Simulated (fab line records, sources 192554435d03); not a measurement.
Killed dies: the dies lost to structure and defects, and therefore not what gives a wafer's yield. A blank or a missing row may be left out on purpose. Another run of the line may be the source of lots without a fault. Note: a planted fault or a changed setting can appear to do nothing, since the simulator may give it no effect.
Chamber matching    flow n5_finfet    N5_BEOL_M7_ETCH_72 on rie_diel-04: 4 sister chambers
The step etches underlayer in N2/H2, target depth 6.5 nm, time 5.2 s. 4 wafers are shown with their chamber, then 8 later ones without.

== WAFERS, EACH WITH ITS CHAMBER ==
wafer   chamber  drypump_motor_current_A (A)
L076.4  0        5.4
L084.4  3        5.4
L085.6  2        5.3
L088.3  1        6.4

== WAFERS WITHOUT THEIR CHAMBER ==
wafer   drypump_motor_current_A (A)
L088.4  5.4
L088.6  5.2
L090.3  5.4
L090.4  5.2
L090.5  5.3
L091.1  6.5
L091.2  5.4
L091.5  5.4

== WHICH CHAMBER EACH WENT THROUGH ==
wafer   from the rows above           in truth
L088.4  can't be placed: 0 or 3 or 2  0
L088.6  can't be placed: 2 or 0 or 3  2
L090.3  can't be placed: 0 or 3 or 2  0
L090.4  can't be placed: 2 or 0 or 3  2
L090.5  can't be placed: 2 or 0 or 3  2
L091.1  1                             1
L091.2  can't be placed: 0 or 3 or 2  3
L091.5  can't be placed: 0 or 3 or 2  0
Correct placement for 1 of the 8. From these rows, 7 cannot be placed; in 7 the true chamber is one of the candidates. Number placed wrongly: 0.
How it was worked out, from the rows above alone: a wafer's distance from a chamber is the root of the sum, over the readings, of the square of ((its reading less the chamber's mean) divided by the reading's scatter). The wafer belongs to the nearest chamber; if the next one is less than 2 further off, it can't be placed. A chamber's mean is the mean of its shown wafers. The scatter (one wafer shown for each chamber): square how far every hidden wafer sits from the nearest shown wafer, average those squares and take the square root.
